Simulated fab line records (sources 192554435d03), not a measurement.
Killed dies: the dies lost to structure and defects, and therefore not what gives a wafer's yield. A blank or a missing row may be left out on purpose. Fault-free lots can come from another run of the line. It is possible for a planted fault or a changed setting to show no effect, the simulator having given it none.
fab line records + flow n5Finfet
record
- lots=10
- wafers=29
- lastDay=17
route steps=1938 shown BEOL_M1@764 BEOL_M4@1111 PASSIVATION@1936
lots that met no fault: taken from a fault-free run of the same line
startH: the number of hours between the record's first day and the start of the first shown wafer of the lot + waitH: hours since the lot's step before + " the same as in the row above + L1.1+2: a row that stands for several wafers + - no value, or no start given + * or withheld: withheld + < > ~ a bound
route shown NAME@n: a module of which the file shows steps, and the number in the route of the first + usual: average and standard deviation across the fault-free wafers + same: alike in all rows + chamber/n: place in a boat + sites: readings site by site + _std_site: the standard deviation of these + _edge_site: mean of outer sites minus mean of inner sites + radiusMm: for every site, how far away it sits from the centre of the wafer + mask NAME#n: copy n + behind: the most recent tool/chamber to have shaped the wafer + hold: cause of the lot's hold/its duration in hours/its outcome + device: transistor that didn't switch, given as n, p or np + end of line: the same wafers' tests at the end of the route + where a step has no rows: the recipe by itself + killed: the dies lost at the first sort to structure and to defects; this is not the yield of the wafer + map: the dies of a wafer, with x for killed, . for not killed, _ for no die there
set.NAME: the setting the step ran with; set.NAME@STEP: the setting that earlier step ran with + model.NAME: the simulator's own value behind a step, which no gauge read
route steps across a sampled set of lots; one table per step, one row per wafer
services: when a tool's chamber went out of use (startH, in hours from the record's first day, below 0 if earlier), for how many hours, and the reason
## steps
# step N5_BEOL_M1_CD_MEAS_11
# recipe
- targetCdNm=17.05
- landingEnergyEv=500
- detector=seInlens
- polarity=opening
# usual
- cdNm=17.02/0.21
| lot.wafer | tool     | chamber | startH | waitH | cdNm  |
|-----------|----------|---------|--------|-------|-------|
| L771.3    | cdSem-03 | 0       | 127.19 | -     | 17.05 |
| L771.5    | "        | 0       | "      | "     | 17.18 |
| L774.3    | cdSem-01 | 0       | 148.35 | -     | 17.06 |
| L774.5    | "        | 0       | "      | "     | 17.27 |
| L774.6    | "        | 0       | "      | "     | 16.89 |
| L780.3    | cdSem-02 | 0       | 186.64 | -     | 17.07 |
| L780.5    | "        | 0       | "      | "     | 17.06 |
| L780.6    | "        | 0       | "      | "     | 16.58 |
| L781.1    | cdSem-01 | 0       | 190.86 | -     | 16.82 |
| L781.2    | "        | 0       | "      | "     | 16.80 |
| L781.5    | "        | 0       | "      | "     | 16.99 |
| L782.1    | cdSem-02 | 0       | 196.22 | -     | 16.95 |
| L782.3    | "        | 0       | "      | "     | 16.90 |
| L782.4    | "        | 0       | "      | "     | 17.37 |
| L785.2    | cdSem-02 | 0       | 211.92 | -     | 17.52 |
| L785.3    | "        | 0       | "      | "     | 16.83 |
| L785.6    | "        | 0       | "      | "     | 17.34 |
| L787.2    | cdSem-01 | 0       | 225.25 | -     | 16.60 |
| L787.4    | "        | 0       | "      | "     | 17.09 |
| L787.5    | "        | 0       | "      | "     | 16.94 |
| L788.1    | cdSem-01 | 0       | 236.41 | -     | 16.74 |
| L788.4    | "        | 0       | "      | "     | 16.66 |
| L788.6    | "        | 0       | "      | "     | 17.27 |
| L789.1    | cdSem-01 | 0       | 251.59 | -     | 17.10 |
| L789.3    | "        | 0       | "      | "     | 17.09 |
| L789.5    | "        | 0       | "      | "     | 16.70 |
| L791.2    | cdSem-02 | 0       | 252.23 | -     | 16.82 |
| L791.3    | "        | 0       | "      | "     | 16.87 |
| L791.5    | "        | 0       | "      | "     | 17.00 |
# step N5_BEOL_M1_OVL_MEAS_12
# recipe
- pointsPerWafer=522
# usual
- M1_OVL=0.1/0.59
| lot.wafer | tool       | chamber | startH | waitH | M1_OVL[nm] |
|-----------|------------|---------|--------|-------|------------|
| L771.3    | overlay-01 | 0       | 127.23 | 0.0   | -0.3       |
| L771.5    | "          | 0       | "      | "     | 0.0        |
| L774.3    | overlay-01 | 0       | 148.39 | 0.0   | -0.2       |
| L774.5    | "          | 0       | "      | "     | 0.4        |
| L774.6    | "          | 0       | "      | "     | 0.3        |
| L780.3    | overlay-01 | 0       | 186.68 | 0.0   | 2.0        |
| L780.5    | "          | 0       | "      | "     | 0.5        |
| L780.6    | "          | 0       | "      | "     | 0.7        |
| L781.1    | overlay-01 | 0       | 190.89 | 0.0   | -1.2       |
| L781.2    | "          | 0       | "      | "     | 0.1        |
| L781.5    | "          | 0       | "      | "     | 0.1        |
| L782.1    | overlay-01 | 0       | 196.25 | 0.0   | 0.5        |
| L782.3    | "          | 0       | "      | "     | -0.3       |
| L782.4    | "          | 0       | "      | "     | 0.9        |
| L785.2    | overlay-01 | 0       | 211.95 | 0.0   | -0.2       |
| L785.3    | "          | 0       | "      | "     | 0.2        |
| L785.6    | "          | 0       | "      | "     | 0.1        |
| L787.2    | overlay-01 | 0       | 225.28 | 0.0   | -0.5       |
| L787.4    | "          | 0       | "      | "     | 0.5        |
| L787.5    | "          | 0       | "      | "     | 0.1        |
| L788.1    | overlay-02 | 0       | 236.45 | 0.0   | 0.0        |
| L788.4    | "          | 0       | "      | "     | 0.4        |
| L788.6    | "          | 0       | "      | "     | -0.1       |
| L789.1    | overlay-01 | 0       | 251.62 | 0.0   | 0.3        |
| L789.3    | "          | 0       | "      | "     | 0.6        |
| L789.5    | "          | 0       | "      | "     | -0.2       |
| L791.2    | overlay-02 | 0       | 252.26 | 0.0   | 0.7        |
| L791.3    | "          | 0       | "      | "     | -0.2       |
| L791.5    | "          | 0       | "      | "     | -0.1       |
# step N5_BEOL_M1_DESCUM_33
# recipe
- chemistry=O2
- timeS=7
- sourcePowerW=50
- biasPowerW=20
- pressureMtorr=20
- rfFrequencyHz=2.712e+07
- tempC=40
- resist=CAR-EUV
- o2FlowSccm=225
# usual
- drypumpMotorCurrentA=5.8/0.47
- oesProductAu=0.75/0.062
- rfFwdPowerW=49.37/0.22
- rfVppV=243.1/1.4
- showerheadPlenumPTorr=2.09/0.065
- tempC=40.01/0.099
- throttleValvePct=20.46/0.19
| lot.wafer | tool       | chamber | startH | waitH | drypumpMotorCurrentA | oesProductAu | rfFwdPowerW | rfHoursCounterH | rfVppV | showerheadPlenumPTorr | tempC | throttleValvePct |
|-----------|------------|---------|--------|-------|----------------------|--------------|-------------|-----------------|--------|-----------------------|-------|------------------|
| L771.3    | rieDiel-02 | 0       | 128.20 | 0.0   | 5.7                  | 0.76         | 49.60       | 146             | 243.3  | 2.10                  | 39.93 | 20.29            |
| L771.5    | "          | 3       | "      | "     | 5.9                  | 0.71         | 49.16       | -               | 242.3  | 2.00                  | 39.92 | 20.49            |
| L774.3    | rieDiel-01 | 1       | 149.63 | 0.0   | 6.5                  | 0.92         | 49.37       | 31              | 243.7  | 2.13                  | 39.89 | 20.27            |
| L774.5    | "          | 1       | "      | "     | 6.5                  | 0.92         | 49.40       | -               | 244.8  | 2.13                  | 39.96 | 20.25            |
| L774.6    | "          | 2       | "      | "     | 6.0                  | 0.72         | 49.36       | -               | 243.9  | 2.15                  | 40.12 | 20.45            |
| L780.3    | rieDiel-01 | 2       | 187.64 | 0.0   | 6.0                  | 0.72         | 49.29       | 187             | 244.1  | 2.14                  | 39.84 | 20.45            |
| L780.5    | "          | 3       | "      | "     | 5.0                  | 0.72         | 49.06       | -               | 242.6  | 2.01                  | 39.98 | 20.58            |
| L780.6    | "          | 2       | "      | "     | 6.0                  | 0.72         | 49.28       | -               | 244.5  | 2.14                  | 40.14 | 20.46            |
| L781.1    | rieDiel-01 | 1       | 191.90 | 0.1   | 6.5                  | 0.89         | 49.08       | 45              | 242.9  | 2.13                  | 39.95 | 20.27            |
| L781.2    | "          | 0       | "      | "     | 6.0                  | 0.76         | 49.60       | 152             | 240.6  | 2.03                  | 39.84 | 20.79            |
| L781.5    | "          | 0       | "      | "     | 6.0                  | 0.77         | 49.28       | -               | 243.2  | 2.03                  | 39.89 | 20.79            |
| L782.1    | rieDiel-01 | 0       | 197.39 | 0.0   | 6.0                  | 0.77         | 49.69       | 154             | 242.5  | 2.03                  | 39.96 | 20.79            |
| L782.3    | "          | 2       | "      | "     | 6.0                  | 0.71         | 49.18       | 190             | 243.8  | 2.14                  | 40.08 | 20.46            |
| L782.4    | "          | 1       | "      | "     | 6.5                  | 0.89         | 49.21       | 46              | 244.5  | 2.13                  | 40.12 | 20.28            |
| L785.2    | rieDiel-01 | 3       | 213.04 | 0.0   | 5.0                  | 0.71         | 48.99       | 205             | 243.5  | 2.01                  | 39.92 | 20.60            |
| L785.3    | "          | 0       | "      | "     | 6.0                  | 0.77         | 49.60       | 159             | 240.3  | 2.03                  | 40.15 | 20.80            |
| L785.6    | "          | 1       | "      | "     | 6.5                  | 0.88         | 49.34       | -               | 244.0  | 2.13                  | 40.12 | 20.28            |
| L787.2    | rieDiel-01 | 0       | 226.48 | 0.0   | 6.1                  | 0.77         | 49.70       | 164             | 241.0  | 2.02                  | 40.26 | 20.79            |
| L787.4    | "          | 2       | "      | "     | 5.9                  | 0.70         | 49.36       | 200             | 244.7  | 2.14                  | 39.84 | 20.48            |
| L787.5    | "          | 0       | "      | "     | 6.0                  | 0.76         | 49.49       | -               | 241.9  | 2.02                  | 40.06 | 20.81            |
| L788.1    | rieDiel-01 | 0       | 237.42 | 0.0   | 6.0                  | 0.76         | 49.25       | 167             | 241.4  | 2.02                  | 39.98 | 20.81            |
| L788.4    | "          | 1       | "      | "     | 6.5                  | 0.88         | 49.20       | 59              | 244.0  | 2.12                  | 40.01 | 20.30            |
| L788.6    | "          | 1       | "      | "     | 6.5                  | 0.88         | 49.08       | -               | 243.5  | 2.12                  | 39.94 | 20.30            |
| L789.1    | rieDiel-02 | 2       | 252.62 | 0.0   | 5.0                  | 0.72         | 49.31       | 207             | 243.9  | 2.06                  | 39.98 | 20.25            |
| L789.3    | "          | 0       | "      | "     | 5.7                  | 0.72         | 49.34       | 185             | 244.2  | 2.08                  | 40.01 | 20.34            |
| L789.5    | "          | 1       | "      | "     | 6.2                  | 0.70         | 49.28       | -               | 243.3  | 2.16                  | 40.07 | 20.49            |
| L791.2    | rieDiel-02 | 0       | 253.35 | 0.0   | 5.7                  | 0.73         | 49.37       | 185             | 245.5  | 2.08                  | 39.94 | 20.33            |
| L791.3    | "          | 3       | "      | "     | 5.9                  | 0.69         | 48.99       | 222             | 241.9  | 1.99                  | 40.02 | 20.57            |
| L791.5    | "          | 2       | "      | "     | 5.0                  | 0.73         | 49.79       | -               | 244.3  | 2.06                  | 40.01 | 20.26            |
# step N5_BEOL_M1_ETCH_70
# recipe
- chemistry=N2/H2
- target=SOC
- targetDepthA=800
- overetchA=160
- maskMaterial=SiARC
- tempC=40
- timeS=120
- ionEnergyEv=200
- pressureMtorr=30
- sourceW=840
- biasW=150
- n2FlowSccm=200
- h2FlowSccm=200
# usual
- drypumpMotorCurrentA=5.8/0.47
- oesProductAu=0.57/0.044
- rfFwdPowerW=835.8/2.7
- rfVppV=523.6/2.7
- showerheadPlenumPTorr=2.53/0.087
- tempC=40.00/0.11
- throttleValvePct=17.86/0.15
| lot.wafer | tool       | chamber | startH | waitH | drypumpMotorCurrentA | oesProductAu | rfFwdPowerW | rfHoursCounterH | rfVppV | showerheadPlenumPTorr | tempC | throttleValvePct |
|-----------|------------|---------|--------|-------|----------------------|--------------|-------------|-----------------|--------|-----------------------|-------|------------------|
| L771.3    | rieDiel-02 | 3       | 133.45 | 0.0   | 5.9                  | 0.55         | 833.5       | 183             | 520.6  | 2.44                  | 40.01 | 17.97            |
| L771.5    | "          | 2       | "      | "     | 5.0                  | 0.57         | 838.1       | -               | 522.7  | 2.53                  | 39.92 | 17.72            |
| L774.3    | rieDiel-05 | 1       | 153.31 | 0.0   | 5.7                  | 0.56         | 840.1       | 166             | 523.2  | 2.42                  | 39.95 | 18.26            |
| L774.5    | "          | 3       | "      | "     | 5.6                  | 0.55         | 830.3       | -               | 526.6  | 2.64                  | 40.06 | 17.93            |
| L774.6    | "          | 2       | "      | "     | 5.6                  | 0.56         | 837.8       | -               | 526.9  | 2.63                  | 39.76 | 17.79            |
| L780.3    | rieDiel-01 | 3       | 190.26 | 0.0   | 5.0                  | 0.55         | 1034.2      | 198             | 483.3  | 2.43                  | 40.15 | 17.99            |
| L780.5    | "          | 3       | "      | "     | 5.0                  | 0.55         | 1034.7      | -               | 483.3  | 2.43                  | 40.15 | 17.99            |
| L780.6    | "          | 2       | "      | "     | 6.0                  | 0.56         | 1039.8      | -               | 488.9  | 2.63                  | 40.08 | 17.91            |
| L781.1    | rieDiel-01 | 1       | 194.06 | 0.0   | 6.5                  | 0.67         | 1036.9      | 45              | 489.7  | 2.60                  | 40.14 | 17.79            |
| L781.2    | "          | 3       | "      | "     | 5.0                  | 0.55         | 1037.1      | 199             | 485.3  | 2.43                  | 39.99 | 17.98            |
| L781.5    | "          | 0       | "      | "     | 6.0                  | 0.59         | 1039.0      | -               | 484.6  | 2.43                  | 40.15 | 17.93            |
| L782.1    | rieDiel-02 | 3       | 199.51 | 0.0   | 5.9                  | 0.54         | 830.1       | 206             | 520.6  | 2.43                  | 39.87 | 18.01            |
| L782.3    | "          | 1       | "      | "     | 6.2                  | 0.55         | 838.8       | 196             | 526.6  | 2.60                  | 39.85 | 17.63            |
| L782.4    | "          | 2       | "      | "     | 5.0                  | 0.56         | 837.2       | 192             | 523.6  | 2.52                  | 40.02 | 17.76            |
| L785.2    | rieDiel-02 | 0       | 217.05 | 0.0   | 5.7                  | 0.56         | 835.9       | 175             | 523.9  | 2.53                  | 39.99 | 17.72            |
| L785.3    | "          | 1       | "      | "     | 6.2                  | 0.55         | 834.7       | 200             | 525.7  | 2.60                  | 39.80 | 17.64            |
| L785.6    | "          | 3       | "      | "     | 5.9                  | 0.54         | 835.4       | -               | 519.8  | 2.43                  | 39.86 | 18.01            |
| L787.2    | rieDiel-02 | 0       | 227.92 | 0.0   | 5.7                  | 0.55         | 835.0       | 178             | 524.1  | 2.52                  | 40.11 | 17.71            |
| L787.4    | "          | 3       | "      | "     | 5.9                  | 0.53         | 840.4       | 214             | 521.1  | 2.43                  | 40.06 | 18.03            |
| L787.5    | "          | 0       | "      | "     | 5.7                  | 0.55         | 840.5       | -               | 523.1  | 2.52                  | 39.99 | 17.71            |
| L788.1    | rieDiel-02 | 3       | 237.71 | 0.0   | 5.9                  | 0.53         | 832.5       | 217             | 518.1  | 2.43                  | 40.09 | 18.04            |
| L788.4    | "          | 0       | "      | "     | 5.8                  | 0.55         | 835.7       | 181             | 524.1  | 2.52                  | 39.90 | 17.73            |
| L788.6    | "          | 2       | "      | "     | 4.9                  | 0.56         | 837.0       | -               | 523.3  | 2.52                  | 39.91 | 17.76            |
| L789.1    | rieDiel-01 | 1       | 255.53 | 0.0   | 6.5                  | 0.65         | 833.1       | 64              | 524.7  | 2.59                  | 39.95 | 17.83            |
| L789.3    | "          | 0       | "      | "     | 6.1                  | 0.59         | 839.4       | 171             | 521.8  | 2.42                  | 39.94 | 17.95            |
| L789.5    | "          | 0       | "      | "     | 6.0                  | 0.58         | 836.8       | -               | 519.7  | 2.42                  | 39.80 | 17.94            |
| L791.2    | rieDiel-01 | 3       | 257.71 | 0.0   | 5.0                  | 0.53         | 834.3       | 217             | 519.4  | 2.42                  | 40.06 | 18.02            |
| L791.3    | "          | 2       | "      | "     | 6.0                  | 0.54         | 840.0       | 208             | 526.5  | 2.62                  | 40.06 | 17.96            |
| L791.5    | "          | 0       | "      | "     | 6.0                  | 0.58         | 831.7       | -               | 520.0  | 2.42                  | 40.13 | 17.97            |
# step N5_BEOL_M4_RC_MEAS_101
# usual
- DIBL_N=36.0/1.6
- DIBL_P=36.1/2
- IOFF_N=0.160/0.029
- IOFF_P=0.21/0.039
- ION_N=675/13
- ION_P=464/8.8
- SS_N=71.5/0.58
- SS_P=73.3/0.65
- VT_N=250/3.3
- VT_P=-249/3.6
| lot.wafer | tool      | chamber | startH | waitH | DIBL_N[mV/V] | DIBL_P[mV/V] | IOFF_N[nA/um] | IOFF_P[nA/um] | ION_N[uA/um] | ION_P[uA/um] | SS_N[mV/dec] | SS_P[mV/dec] | VT_N[mV] | VT_P[mV] |
|-----------|-----------|---------|--------|-------|--------------|--------------|---------------|---------------|--------------|--------------|--------------|--------------|----------|----------|
| L771.3    | prober-01 | 0       | 169.61 | 0.3   | 37.5         | 36.4         | 0.174         | 0.24          | 666          | 460          | 71.8         | 74.0         | 251      | -248     |
| L771.5    | "         | 0       | "      | "     | 36.0         | 34.5         | 0.149         | 0.21          | 667          | 460          | 71.1         | 72.7         | 251      | -250     |
| L774.3    | prober-02 | 0       | 191.35 | 0.3   | 33.7         | 35.3         | 0.146         | 0.19          | 678          | 463          | 71.2         | 73.1         | 250      | -252     |
| L774.5    | "         | 0       | "      | "     | 32.2         | 33.5         | 0.118         | 0.17          | 675          | 466          | 70.8         | 72.7         | 253      | -250     |
| L774.6    | "         | 0       | "      | "     | 35.7         | 37.8         | 0.175         | 0.23          | 678          | 463          | 70.7         | 73.7         | 247      | -249     |
| L780.3    | prober-02 | 0       | 234.71 | 0.3   | 36.3         | 36.7         | 0.166         | 0.23          | 679          | 463          | 72.5         | 72.7         | 248      | -246     |
| L780.5    | "         | 0       | "      | "     | 36.4         | 37.4         | 0.165         | 0.25          | 678          | 471          | 72.9         | 73.8         | 249      | -243     |
| L780.6    | "         | 0       | "      | "     | 37.7         | 38.8         | 0.180         | 0.26          | 672          | 458          | 72.1         | 73.5         | 248      | -247     |
| L781.1    | prober-01 | 0       | 236.24 | 0.0   | 38.9         | 40.7         | 0.232         | 0.32          | 697          | 482          | 72.8         | 74.6         | 244      | -243     |
| L781.2    | "         | 0       | "      | "     | 38.3         | 39.9         | 0.210         | 0.31          | 696          | 487          | 71.8         | 74.6         | 245      | -243     |
| L781.5    | "         | 0       | "      | "     | 37.0         | 38.5         | 0.171         | 0.26          | 671          | 474          | 72.0         | 73.7         | 252      | -245     |
| L782.1    | prober-02 | 0       | 238.06 | 0.0   | 35.3         | 34.1         | 0.138         | 0.19          | 681          | 470          | 70.5         | 73.3         | 251      | -252     |
| L782.3    | "         | 0       | "      | "     | 35.9         | 35.1         | 0.154         | 0.20          | 678          | 472          | 70.8         | 72.9         | 250      | -251     |
| L782.4    | "         | 0       | "      | "     | 36.4         | 35.6         | 0.165         | 0.21          | 694          | 474          | 72.1         | 73.4         | 247      | -250     |
| L785.2    | prober-01 | 0       | 265.02 | 0.2   | 37.8         | 37.4         | 0.193         | 0.20          | 694          | 463          | 71.6         | 74.1         | 245      | -251     |
| L785.3    | "         | 0       | "      | "     | 36.3         | 35.7         | 0.152         | 0.18          | 681          | 461          | 71.6         | 74.1         | 251      | -252     |
| L785.6    | "         | 0       | "      | "     | 36.0         | 34.8         | 0.136         | 0.16          | 657          | 444          | 71.0         | 72.7         | 253      | -254     |
| L787.2    | prober-01 | 0       | 268.24 | 0.2   | 37.1         | 38.1         | 0.203         | 0.22          | 685          | 463          | 71.5         | 73.6         | 245      | -248     |
| L787.4    | "         | 0       | "      | "     | 35.7         | 36.5         | 0.154         | 0.20          | 661          | 463          | 71.4         | 73.8         | 248      | -248     |
| L787.5    | "         | 0       | "      | "     | 34.8         | 35.1         | 0.144         | 0.18          | 670          | 455          | 70.7         | 72.9         | 250      | -253     |
| L788.1    | prober-02 | 0       | 286.33 | 0.0   | 37.0         | 37.9         | 0.177         | 0.24          | 694          | 478          | 72.3         | 73.2         | 245      | -245     |
| L788.4    | "         | 0       | "      | "     | 38.7         | 39.9         | 0.218         | 0.30          | 711          | 482          | 72.2         | 74.3         | 244      | -244     |
| L788.6    | "         | 0       | "      | "     | 38.2         | 40.1         | 0.195         | 0.29          | 689          | 480          | 72.1         | 73.8         | 244      | -244     |
| L791.2    | prober-02 | 0       | 294.61 | 0.2   | 31.8         | 33.0         | 0.115         | 0.18          | 667          | 461          | 70.8         | 72.4         | 256      | -250     |
| L791.3    | "         | 0       | "      | "     | 32.8         | 34.9         | 0.123         | 0.21          | 663          | 468          | 71.1         | 73.2         | 254      | -246     |
| L791.5    | "         | 0       | "      | "     | 35.6         | 37.3         | 0.171         | 0.24          | 681          | 471          | 71.3         | 73.8         | 249      | -247     |
| L789.1    | prober-01 | 0       | 297.94 | 0.0   | 34.8         | 34.0         | 0.146         | 0.17          | 687          | 463          | 70.9         | 72.3         | 247      | -252     |
| L789.3    | "         | 0       | "      | "     | 36.2         | 35.5         | 0.154         | 0.20          | 681          | 469          | 71.5         | 73.7         | 248      | -250     |
| L789.5    | "         | 0       | "      | "     | 36.8         | 35.9         | 0.174         | 0.21          | 699          | 468          | 71.2         | 73.0         | 247      | -250     |
# step N5_PASSIVATION_PROBE_49
# usual
- defectLimitedYield=91.0/1.3
- killed_at_M0_to_M3=36/9.5
- killed_at_M4_up=14/5.6
- killedAtContacts=12/6.4
- killedAtFrontEnd=40/10
- killedAtOther=3.2/3
- killedDies=107/15
- killedOpen=69/12
- killedShort=35/7.7
- sort_bin_5_function=5.3/0.91
- sort_bin_6_memory=3.3/0.65
- sort_bin_8_speed=0.00/0.012
- sortNPass=1073/15
- sortYieldPct=91.0/1.3
# same
- grossDies=1180
- killedAtBackSide=0
- sort_bin_4_leakage[%]=0
| lot.wafer | tool      | chamber | startH | waitH | defectLimitedYield[%] | killed_at_M0_to_M3 | killed_at_M4_up | killedAtContacts | killedAtFrontEnd | killedAtOther | killedDies | killedOpen | killedShort | sort_bin_5_function[%] | sort_bin_6_memory[%] | sort_bin_8_speed[%] | sortNPass | sortYieldPct[%] |
|-----------|-----------|---------|--------|-------|-----------------------|--------------------|-----------------|------------------|------------------|---------------|------------|------------|-------------|------------------------|----------------------|---------------------|-----------|-----------------|
| L780.5    | prober-01 | -       | 346.47 | 0.2   | 92.0                  | 24                 | 13              | 10               | 43               | 4             | 94         | 55         | 34          | 4.7                    | 2.7                  | 0                   | 1086      | 92.0            |
# killed by level:class
L780.5 FIN_SAQP:geometricParticle:open=9 BEOL_M4:geometricParticle:open=8 BEOL_M0:geometricParticle:open=7 GATE_CUT:geometricParticle:short=5 MOL_CONTACT_COAG:geometricParticle:open=5 MOL_CONTACT_COAG:geometricParticle:short=5 STARTING-WAFER:geometricParticle:open=5 FIN_SAQP:geometricParticle:short=4
## services
| tool       | chamber | startH | hours | kind   |
|------------|---------|--------|-------|--------|
| rieDiel-02 | 1       | 113.71 | 14.4  | repair |
| rieDiel-02 | 1       | 163.00 | 10.2  | repair |
| rieDiel-05 | 1       | 177.64 | 1.4   | repair |
| rieDiel-01 | 0       | 181.02 | 4.1   | repair |
## key
firstSign
- step=N5_BEOL_M1_ETCH_70
- reading=rfFwdPowerW
- direction=up
- sigmas=75
- usual=*
- struck=*
effect
- step=N5_BEOL_M1_ETCH_70
- reading=rfVppV
- direction=down
- sigmas=14
- usual=523.6
- struck=485.8
metAt N5_BEOL_M1_ETCH_70
struckLots L780,L781
notActingAt N5_BEOL_M1_CD_MEAS_11,N5_BEOL_M1_OVL_MEAS_12,N5_BEOL_M1_DESCUM_33
fault
- kind=processParameterDrift
- tool=rieDiel-01
- chamber=-
- onsetH=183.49
- steps=N5_BEOL_M1_ETCH_70
- channel=sourceW
- offset=201.6
- shape=step
- endH=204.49
- actsIn=theseRecipesOnly
- stated=840
